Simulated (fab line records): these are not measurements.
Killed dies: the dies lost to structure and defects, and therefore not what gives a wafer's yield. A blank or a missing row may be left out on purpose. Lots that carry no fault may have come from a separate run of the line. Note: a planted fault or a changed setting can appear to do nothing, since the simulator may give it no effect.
Which tool is to blame? + flow nand_harc + 24 lots with 72 wafers sampled at 6 steps, on a route of 1159 steps

## WHAT THE GAUGES READ, wafer by wafer
No reading from a measuring or inspecting step in the record can be judged against a usual standard deviation.

## EACH LOT AND THE TOOL THAT RAN IT (in order: tool; ch and the chambers of the sampled wafers; start)
| lot  | NHARC_A_CONTACT_ETCH_78                       | NHARC_A_CONTACT_ETCH_126             | NHARC_A_CONTACT_ETCH_131             | NHARC_A_M0_DEGAS_28          | NHARC_A_M0_PVD_20                       | NHARC_A_BONDPAD_STRIP_15           |
|------|-----------------------------------------------|--------------------------------------|--------------------------------------|------------------------------|-----------------------------------------|------------------------------------|
| L074 | rie_diel-08 ch 0,2,3, day 16 17:37 or earlier | har_cap_etch-03 ch 0,1, day 16 17:37 | har_cap_etch-03 ch 0,1, day 16 18:19 | pvd_sputter-01, day 17 15:02 | pvd_sputter-01, day 17 23:46 or earlier | rie_diel-09 ch 0,1,2, day 17 23:46 |
| L076 | rie_diel-08 ch 0,2, day 16 19:12 or earlier   | har_cap_etch-01 ch 0,1, day 16 19:12 | har_cap_etch-01 ch 0,1, day 16 19:54 | pvd_sputter-03, day 17 17:18 | pvd_sputter-03, day 18 01:45 or earlier | rie_diel-08 ch 1,2,3, day 18 01:45 |
| L075 | rie_diel-04 ch 0,1,2, day 16 19:33 or earlier | har_cap_etch-02 ch 0,1, day 16 19:33 | har_cap_etch-02 ch 0,1, day 16 20:16 | pvd_sputter-01, day 17 17:58 | pvd_sputter-01, day 18 02:08 or earlier | rie_diel-08 ch 0,3, day 18 02:08   |
| L077 | rie_diel-04 ch 0,2,3, day 17 04:55 or earlier | har_cap_etch-02 ch 0,1, day 17 04:55 | har_cap_etch-02 ch 0,1, day 17 05:37 | pvd_sputter-01, day 17 20:37 | pvd_sputter-01, day 18 04:56 or earlier | rie_diel-09 ch 0,1,2, day 18 04:56 |
| L079 | rie_diel-06 ch 1,3, day 17 11:23 or earlier   | har_cap_etch-02 ch 0,1, day 17 11:23 | har_cap_etch-02 ch 0,1, day 17 12:05 | pvd_sputter-01, day 18 02:35 | pvd_sputter-01, day 18 10:38 or earlier | rie_diel-08 ch 1,2,3, day 18 10:38 |
| L078 | rie_diel-04 ch 0,1,2, day 17 15:06 or earlier | har_cap_etch-01 ch 0,1, day 17 15:06 | har_cap_etch-01 ch 0,1, day 17 15:49 | pvd_sputter-01, day 18 14:05 | pvd_sputter-01, day 18 22:31 or earlier | rie_diel-08 ch 0,1,3, day 18 22:31 |
| L080 | rie_diel-04 ch 0,3, day 17 21:19 or earlier   | har_cap_etch-03 ch 0,1, day 17 21:19 | har_cap_etch-03 ch 0,1, day 17 22:02 | pvd_sputter-01, day 18 18:27 | pvd_sputter-01, day 19 03:20 or earlier | rie_diel-04 ch 0,1, day 19 03:20   |
| L081 | rie_diel-06 ch 0,2, day 18 09:10 or earlier   | har_cap_etch-01 ch 0,1, day 18 09:10 | har_cap_etch-01 ch 0,1, day 18 09:52 | pvd_sputter-01, day 19 05:09 | pvd_sputter-01, day 19 13:53 or earlier | rie_diel-09 ch 0,2,3, day 19 13:53 |
| L082 | rie_diel-04 ch 0,2, day 18 21:22 or earlier   | har_cap_etch-02 ch 0,1, day 18 21:22 | har_cap_etch-02 ch 0,1, day 18 22:04 | pvd_sputter-02, day 19 18:17 | pvd_sputter-02, day 20 03:52 or earlier | rie_diel-09 ch 1,3, day 20 03:52   |
| L084 | rie_diel-06 ch 0,1,3, day 19 01:14 or earlier | har_cap_etch-01 ch 0,1, day 19 01:14 | har_cap_etch-01 ch 0,1, day 19 01:56 | pvd_sputter-03, day 20 00:49 | pvd_sputter-03, day 20 09:11 or earlier | rie_diel-08 ch 1,2,3, day 20 09:11 |
| L083 | rie_diel-06 ch 1,3, day 19 02:43 or earlier   | har_cap_etch-03 ch 0,1, day 19 02:43 | har_cap_etch-03 ch 0,1, day 19 03:25 | pvd_sputter-01, day 20 00:58 | pvd_sputter-01, day 20 09:38 or earlier | rie_diel-08 ch 2,3, day 20 09:38   |
| L088 | rie_diel-06 ch 0,1, day 19 11:24 or earlier   | har_cap_etch-02 ch 1, day 19 11:24   | har_cap_etch-02 ch 1, day 19 12:07   | pvd_sputter-02, day 20 05:25 | pvd_sputter-02, day 20 13:44 or earlier | rie_diel-09 ch 0,2,3, day 20 13:44 |
| L087 | rie_diel-06 ch 1,2, day 19 11:44 or earlier   | har_cap_etch-03 ch 0,1, day 19 11:44 | har_cap_etch-03 ch 0,1, day 19 12:27 | pvd_sputter-01, day 20 06:08 | pvd_sputter-01, day 20 14:31 or earlier | rie_diel-08 ch 1,3, day 20 14:31   |
| L086 | rie_diel-08 ch 0,2,3, day 19 15:43 or earlier | har_cap_etch-01 ch 0,1, day 19 15:43 | har_cap_etch-01 ch 0,1, day 19 16:26 | pvd_sputter-01, day 20 08:35 | pvd_sputter-01, day 20 16:59 or earlier | rie_diel-09 ch 0,2,3, day 20 16:59 |
| L089 | rie_diel-04 ch 1,2, day 20 01:33 or earlier   | har_cap_etch-03 ch 0,1, day 20 01:33 | har_cap_etch-03 ch 0,1, day 20 02:30 | pvd_sputter-03, day 20 19:02 | pvd_sputter-03, day 21 04:04 or earlier | rie_diel-09 ch 0,1,2, day 21 04:04 |
| L085 | rie_diel-06 ch 1,2,3, day 20 01:51 or earlier | har_cap_etch-01 ch 0,1, day 20 01:51 | har_cap_etch-01 ch 0,1, day 20 02:34 | pvd_sputter-01, day 20 19:29 | pvd_sputter-01, day 21 04:15 or earlier | rie_diel-04 ch 0,1,2, day 21 04:15 |
| L091 | rie_diel-08 ch 1,2,3, day 20 11:20 or earlier | har_cap_etch-01 ch 0,1, day 20 11:20 | har_cap_etch-01 ch 0,1, day 20 12:04 | pvd_sputter-01, day 21 13:36 | pvd_sputter-01, day 21 21:43 or earlier | rie_diel-09 ch 1,2,3, day 21 21:43 |
| L090 | rie_diel-06 ch 1,3, day 20 14:55 or earlier   | har_cap_etch-03 ch 0, day 20 14:55   | har_cap_etch-03 ch 0, day 20 15:52   | pvd_sputter-02, day 21 17:56 | pvd_sputter-02, day 22 02:15 or earlier | rie_diel-04 ch 0,3, day 22 02:15   |
| L093 | rie_diel-06 ch 1,2,3, day 21 05:25 or earlier | har_cap_etch-01 ch 0,1, day 21 05:25 | har_cap_etch-01 ch 0,1, day 21 06:08 | pvd_sputter-01, day 22 04:24 | pvd_sputter-01, day 22 12:49 or earlier | rie_diel-08 ch 1,3, day 22 12:49   |
| L092 | rie_diel-04 ch 2,3, day 21 05:43 or earlier   | har_cap_etch-03 ch 0,1, day 21 05:43 | har_cap_etch-03 ch 0,1, day 21 06:25 | pvd_sputter-03, day 22 04:58 | pvd_sputter-03, day 22 14:16 or earlier | rie_diel-09 ch 0,2,3, day 22 14:16 |
| L094 | rie_diel-04 ch 2,3, day 21 16:27 or earlier   | har_cap_etch-02 ch 0,1, day 21 16:27 | har_cap_etch-02 ch 0,1, day 21 17:09 | pvd_sputter-03, day 22 11:15 | pvd_sputter-03, day 22 19:43 or earlier | rie_diel-09 ch 2,3, day 22 19:43   |
| L097 | rie_diel-08 ch 0,2,3, day 22 08:31 or earlier | har_cap_etch-02 ch 0,1, day 22 08:31 | har_cap_etch-02 ch 0,1, day 22 09:14 | pvd_sputter-01, day 23 03:24 | pvd_sputter-01, day 23 12:32 or earlier | rie_diel-09 ch 0,1,3, day 23 12:32 |
| L095 | rie_diel-04 ch 0,3, day 23 00:00 or earlier   | har_cap_etch-03 ch 0,1, day 23 00:00 | har_cap_etch-03 ch 0,1, day 23 00:42 | pvd_sputter-01, day 23 21:09 | pvd_sputter-01, day 24 05:23 or earlier | rie_diel-09 ch 2,3, day 24 05:23   |
| L096 | rie_diel-08 ch 0,3, day 23 05:32 or earlier   | har_cap_etch-02 ch 0,1, day 23 05:32 | har_cap_etch-02 ch 0,1, day 23 06:14 | pvd_sputter-03, day 24 04:41 | pvd_sputter-03, day 24 13:01 or earlier | rie_diel-04 ch 0,1,2, day 24 13:01 |
- NHARC_A_CONTACT_ETCH_78: etches the open film in O2/COS, target depth 2800 nm, time 728 s.
- NHARC_A_CONTACT_ETCH_126: etches the open film in C4F8/O2/Ar, time 155 s, target depth 956 nm.
- NHARC_A_CONTACT_ETCH_131: etches the open film in C4F8/O2/Ar, time 155 s, target depth 956 nm.
- NHARC_A_M0_DEGAS_28: time 60 s.
- NHARC_A_M0_PVD_20: deposits TaN, target thk 5 nm, time 8.06 s.
- NHARC_A_BONDPAD_STRIP_15: strips in O2.

## AS READ BY THE TOOLS THEMSELVES (means over the sampled wafers that have a number; for cases with no such wafer, the mark the record gives instead)
NHARC_A_CONTACT_ETCH_78. Usual: chamber_pressure_mTorr 20.000 mTorr, standard deviation 0.018; drypump_motor_current_A 5.8 A, standard deviation 0.34; oes_product_au 0.999 a.u., standard deviation 0.0094; rf_vpp_V 314.2 V, standard deviation 2.4; showerhead_plenum_p_Torr 3.12 Torr, standard deviation 0.15; throttle_valve_pct 28.330 %, standard deviation 0.0085.
| lot  | tool        | chamber_pressure_mTorr (mTorr) | drypump_motor_current_A (A) | oes_product_au (a.u.) | rf_vpp_V (V) | showerhead_plenum_p_Torr (Torr) | throttle_valve_pct (%) | flag |
|------|-------------|--------------------------------|-----------------------------|-----------------------|--------------|---------------------------------|------------------------|------|
| L074 | rie_diel-08 | 19.992                         | 5.8                         | 1.011                 | 315.0        | 3.10                            | 28.330                 |      |
| L076 | rie_diel-08 | 20.006                         | 5.4                         | 0.997                 | 315.4        | 3.21                            | 28.325                 |      |
| L075 | rie_diel-04 | 20.011                         | 5.6                         | 1.001                 | 315.2        | 3.20                            | 28.333                 |      |
| L077 | rie_diel-04 | 20.007                         | 5.8                         | 0.997                 | 316.3        | 3.24                            | 28.335                 |      |
| L079 | rie_diel-06 | 20.007                         | 6.0                         | 0.998                 | 311.8        | 3.02                            | 28.334                 |      |
| L078 | rie_diel-04 | 20.003                         | 5.6                         | 1.004                 | 315.4        | 3.19                            | 28.333                 |      |
| L080 | rie_diel-04 | 20.002                         | 5.8                         | 0.998                 | 314.9        | 3.19                            | 28.334                 |      |
| L081 | rie_diel-06 | 20.002                         | 5.7                         | 0.994                 | 311.2        | 2.92                            | 28.327                 |      |
| L082 | rie_diel-04 | 20.006                         | 5.7                         | 1.002                 | 316.8        | 3.27                            | 28.330                 |      |
| L084 | rie_diel-06 | 19.998                         | 5.8                         | 1.003                 | 315.7        | 3.17                            | 28.328                 |      |
| L083 | rie_diel-06 | 19.991                         | 6.0                         | 1.004                 | 313.2        | 3.02                            | 28.336                 |      |
| L088 | rie_diel-06 | 20.002                         | 5.8                         | 1.002                 | 315.4        | 3.22                            | 28.327                 |      |
| L087 | rie_diel-06 | 20.007                         | 5.9                         | 0.991                 | 311.5        | 2.92                            | 28.332                 |      |
| L086 | rie_diel-08 | 20.014                         | 5.8                         | 1.005                 | 314.2        | 3.09                            | 28.325                 |      |
| L089 | rie_diel-04 | 19.978                         | 5.6                         | 1.013                 | 316.2        | 3.22                            | 28.333                 |      |
| L085 | rie_diel-06 | 20.006                         | 5.9                         | 0.995                 | 312.3        | 3.01                            | 28.341                 |      |
| L091 | rie_diel-08 | 19.990                         | 5.7                         | 0.999                 | 314.7        | 3.10                            | 28.326                 |      |
| L090 | rie_diel-06 | 19.983                         | 5.9                         | 1.005                 | 313.6        | 3.10                            | 28.335                 |      |
| L093 | rie_diel-06 | 19.974                         | 5.9                         | 0.994                 | 313.0        | 3.01                            | 28.330                 |      |
| L092 | rie_diel-04 | 20.001                         | 5.8                         | 1.002                 | 316.2        | 3.23                            | 28.326                 |      |
| L094 | rie_diel-04 | 20.007                         | 5.9                         | 0.998                 | 316.2        | 3.23                            | 28.326                 |      |
| L097 | rie_diel-08 | 20.001                         | 5.8                         | 1.006                 | 314.0        | 3.09                            | 28.333                 |      |
| L095 | rie_diel-04 | 20.009                         | 5.9                         | 0.984                 | 314.7        | 3.18                            | 28.329                 |      |
| L096 | rie_diel-08 | 20.007                         | 6.3                         | 1.007                 | 312.9        | 2.99                            | 28.324                 |      |

NHARC_A_CONTACT_ETCH_126. Usual: chamber_pressure_mTorr at 19.997 mTorr, with a standard deviation of 0.016.
| lot  | tool            | chamber_pressure_mTorr (mTorr) | flag |
|------|-----------------|--------------------------------|------|
| L074 | har_cap_etch-03 | 20.006                         |      |
| L076 | har_cap_etch-01 | 20.005                         |      |
| L075 | har_cap_etch-02 | 19.984                         |      |
| L077 | har_cap_etch-02 | 20.000                         |      |
| L079 | har_cap_etch-02 | 19.994                         |      |
| L078 | har_cap_etch-01 | 19.992                         |      |
| L080 | har_cap_etch-03 | 20.005                         |      |
| L081 | har_cap_etch-01 | 19.990                         |      |
| L082 | har_cap_etch-02 | 20.001                         |      |
| L084 | har_cap_etch-01 | 19.998                         |      |
| L083 | har_cap_etch-03 | 20.000                         |      |
| L088 | har_cap_etch-02 | 19.984                         |      |
| L087 | har_cap_etch-03 | 20.001                         |      |
| L086 | har_cap_etch-01 | 20.006                         |      |
| L089 | har_cap_etch-03 | 19.991                         |      |
| L085 | har_cap_etch-01 | 19.983                         |      |
| L091 | har_cap_etch-01 | 19.983                         |      |
| L090 | har_cap_etch-03 | 20.003                         |      |
| L093 | har_cap_etch-01 | 20.017                         |      |
| L092 | har_cap_etch-03 | 19.990                         |      |
| L094 | har_cap_etch-02 | 19.995                         |      |
| L097 | har_cap_etch-02 | 20.001                         |      |
| L095 | har_cap_etch-03 | 19.993                         |      |
| L096 | har_cap_etch-02 | 19.999                         |      |

NHARC_A_CONTACT_ETCH_131. Usual: chamber_pressure_mTorr at 20.002 mTorr, with a standard deviation of 0.02.
| lot  | tool            | chamber_pressure_mTorr (mTorr) | flag |
|------|-----------------|--------------------------------|------|
| L074 | har_cap_etch-03 | 20.001                         |      |
| L076 | har_cap_etch-01 | 19.999                         |      |
| L075 | har_cap_etch-02 | 20.010                         |      |
| L077 | har_cap_etch-02 | 20.013                         |      |
| L079 | har_cap_etch-02 | 19.994                         |      |
| L078 | har_cap_etch-01 | 20.028                         |      |
| L080 | har_cap_etch-03 | 19.991                         |      |
| L081 | har_cap_etch-01 | 20.006                         |      |
| L082 | har_cap_etch-02 | 20.005                         |      |
| L084 | har_cap_etch-01 | 19.999                         |      |
| L083 | har_cap_etch-03 | 20.031                         |      |
| L088 | har_cap_etch-02 | 20.017                         |      |
| L087 | har_cap_etch-03 | 20.005                         |      |
| L086 | har_cap_etch-01 | 19.995                         |      |
| L089 | har_cap_etch-03 | 19.979                         |      |
| L085 | har_cap_etch-01 | 20.013                         |      |
| L091 | har_cap_etch-01 | 19.994                         |      |
| L090 | har_cap_etch-03 | 20.013                         |      |
| L093 | har_cap_etch-01 | 19.986                         |      |
| L092 | har_cap_etch-03 | 19.999                         |      |
| L094 | har_cap_etch-02 | 20.005                         |      |
| L097 | har_cap_etch-02 | 20.016                         |      |
| L095 | har_cap_etch-03 | 20.001                         |      |
| L096 | har_cap_etch-02 | 20.004                         |      |

NHARC_A_M0_DEGAS_28. Usual: heater_power_w at 348 W, with a standard deviation of 36.
| lot  | tool           | heater_power_w (W) | flag |
|------|----------------|--------------------|------|
| L074 | pvd_sputter-01 | 331                |      |
| L076 | pvd_sputter-03 | 358                |      |
| L075 | pvd_sputter-01 | 353                |      |
| L077 | pvd_sputter-01 | 351                |      |
| L079 | pvd_sputter-01 | 387                |      |
| L078 | pvd_sputter-01 | 327                |      |
| L080 | pvd_sputter-01 | 366                |      |
| L081 | pvd_sputter-01 | 344                |      |
| L082 | pvd_sputter-02 | 323                |      |
| L084 | pvd_sputter-03 | 337                |      |
| L083 | pvd_sputter-01 | 329                |      |
| L088 | pvd_sputter-02 | 386                |      |
| L087 | pvd_sputter-01 | 346                |      |
| L086 | pvd_sputter-01 | 328                |      |
| L089 | pvd_sputter-03 | 334                |      |
| L085 | pvd_sputter-01 | 351                |      |
| L091 | pvd_sputter-01 | 372                |      |
| L090 | pvd_sputter-02 | 377                |      |
| L093 | pvd_sputter-01 | 356                |      |
| L092 | pvd_sputter-03 | 333                |      |
| L094 | pvd_sputter-03 | 313                |      |
| L097 | pvd_sputter-01 | 357                |      |
| L095 | pvd_sputter-01 | 360                |      |
| L096 | pvd_sputter-03 | 356                |      |

NHARC_A_M0_PVD_20. Usual: chamber_pressure_pa 0.12001 Pa, standard deviation 0.00022; throttle_valve_pct 30.1 %, standard deviation 0.9.
| lot  | tool           | chamber_pressure_pa (Pa) | throttle_valve_pct (%) | flag |
|------|----------------|--------------------------|------------------------|------|
| L074 | pvd_sputter-01 | 0.12003                  | 30.2                   |      |
| L076 | pvd_sputter-03 | 0.11982                  | 29.8                   |      |
| L075 | pvd_sputter-01 | 0.12008                  | 30.3                   |      |
| L077 | pvd_sputter-01 | 0.12016                  | 30.2                   |      |
| L079 | pvd_sputter-01 | 0.11974                  | 30.0                   |      |
| L078 | pvd_sputter-01 | 0.12007                  | 29.7                   |      |
| L080 | pvd_sputter-01 | 0.11979                  | 30.8                   |      |
| L081 | pvd_sputter-01 | 0.12010                  | 30.0                   |      |
| L082 | pvd_sputter-02 | 0.11980                  | 29.6                   |      |
| L084 | pvd_sputter-03 | 0.12006                  | 30.1                   |      |
| L083 | pvd_sputter-01 | 0.11999                  | 30.5                   |      |
| L088 | pvd_sputter-02 | 0.12011                  | 29.9                   |      |
| L087 | pvd_sputter-01 | 0.12024                  | 29.9                   |      |
| L086 | pvd_sputter-01 | 0.11997                  | 29.5                   |      |
| L089 | pvd_sputter-03 | 0.12012                  | 30.1                   |      |
| L085 | pvd_sputter-01 | 0.12006                  | 29.7                   |      |
| L091 | pvd_sputter-01 | 0.12028                  | 29.2                   |      |
| L090 | pvd_sputter-02 | 0.11975                  | 29.7                   |      |
| L093 | pvd_sputter-01 | 0.12012                  | 30.5                   |      |
| L092 | pvd_sputter-03 | 0.12012                  | 30.1                   |      |
| L094 | pvd_sputter-03 | 0.12019                  | 30.0                   |      |
| L097 | pvd_sputter-01 | 0.11999                  | 29.5                   |      |
| L095 | pvd_sputter-01 | 0.12024                  | 30.4                   |      |
| L096 | pvd_sputter-03 | 0.12020                  | 29.8                   |      |

NHARC_A_BONDPAD_STRIP_15. Usual: chamber_pressure_mTorr 60.00 mTorr, standard deviation 0.057; drypump_motor_current_A 5.9 A, standard deviation 0.46; oes_product_au 0.999 a.u., standard deviation 0.01; rf_vpp_V 57.7 V, standard deviation 0.89; showerhead_plenum_p_Torr 3.52 Torr, standard deviation 0.13; throttle_valve_pct 17.036 %, standard deviation 0.0091.
| lot  | tool        | chamber_pressure_mTorr (mTorr) | drypump_motor_current_A (A) | oes_product_au (a.u.) | rf_vpp_V (V) | showerhead_plenum_p_Torr (Torr) | throttle_valve_pct (%) | flag |
|------|-------------|--------------------------------|-----------------------------|-----------------------|--------------|---------------------------------|------------------------|------|
| L074 | rie_diel-09 | 59.99                          | 5.8                         | 0.990                 | 58.1         | 3.53                            | 17.029                 |      |
| L076 | rie_diel-08 | 60.00                          | 5.7                         | 1.001                 | 57.0         | 3.51                            | 17.027                 |      |
| L075 | rie_diel-08 | 60.03                          | 6.2                         | 1.010                 | 57.2         | 3.38                            | 17.044                 |      |
| L077 | rie_diel-09 | 59.92                          | 5.8                         | 0.990                 | 57.7         | 3.53                            | 17.045                 |      |
| L079 | rie_diel-08 | 60.04                          | 5.7                         | 0.996                 | 57.8         | 3.51                            | 17.038                 |      |
| L078 | rie_diel-08 | 60.00                          | 6.2                         | 0.992                 | 57.1         | 3.41                            | 17.038                 |      |
| L080 | rie_diel-04 | 60.02                          | 5.6                         | 1.000                 | 57.6         | 3.50                            | 17.040                 |      |
| L081 | rie_diel-09 | 59.97                          | 6.0                         | 0.996                 | 58.2         | 3.54                            | 17.033                 |      |
| L082 | rie_diel-09 | 60.04                          | 6.0                         | 0.996                 | 56.8         | 3.49                            | 17.032                 |      |
| L084 | rie_diel-08 | 59.99                          | 5.8                         | 0.994                 | 58.0         | 3.50                            | 17.046                 |      |
| L083 | rie_diel-08 | 59.98                          | 5.8                         | 0.999                 | 57.6         | 3.48                            | 17.037                 |      |
| L088 | rie_diel-09 | 60.05                          | 6.1                         | 1.001                 | 58.3         | 3.54                            | 17.035                 |      |
| L087 | rie_diel-08 | 60.05                          | 6.2                         | 1.004                 | 57.4         | 3.39                            | 17.038                 |      |
| L086 | rie_diel-09 | 60.02                          | 6.1                         | 0.993                 | 57.3         | 3.54                            | 17.041                 |      |
| L089 | rie_diel-09 | 60.08                          | 5.8                         | 0.999                 | 57.4         | 3.53                            | 17.034                 |      |
| L085 | rie_diel-04 | 60.02                          | 5.6                         | 0.989                 | 57.5         | 3.59                            | 17.030                 |      |
| L091 | rie_diel-09 | 60.00                          | 5.8                         | 0.998                 | 58.0         | 3.46                            | 17.043                 |      |
| L090 | rie_diel-04 | 60.01                          | 5.9                         | 0.997                 | 57.9         | 3.59                            | 17.034                 |      |
| L093 | rie_diel-08 | 59.92                          | 6.2                         | 0.998                 | 57.7         | 3.38                            | 17.039                 |      |
| L092 | rie_diel-09 | 60.00                          | 6.1                         | 1.003                 | 57.8         | 3.54                            | 17.029                 |      |
| L094 | rie_diel-09 | 60.05                          | 6.0                         | 1.008                 | 57.5         | 3.47                            | 17.034                 |      |
| L097 | rie_diel-09 | 60.00                          | 6.0                         | 1.004                 | 58.1         | 3.55                            | 17.034                 |      |
| L095 | rie_diel-09 | 59.96                          | 5.8                         | 1.007                 | 57.5         | 3.45                            | 17.026                 |      |
| L096 | rie_diel-04 | 60.01                          | 5.6                         | 0.997                 | 57.6         | 3.57                            | 17.035                 |      |

## THE ANSWER, worked out from the rows above alone
Rule: a lot counts as off when the mean over its wafers that have a number is more than 3 standard deviations away from the usual mean. A lot without any number at a reading at which 4 lots or more have one is off too. Any other lot the step has rows for is counted as sound. After the gauges, taken in route order, come the tools' own readings; for these a lot's mean is taken, as printed above. The first step at which some lot is off is used, and at that step the reading that is off furthest; a lot without a number counts as furthest.
None of the lots is off at any reading shown; this tells nothing.

## WHAT THE SIMULATOR HAD INSERTED
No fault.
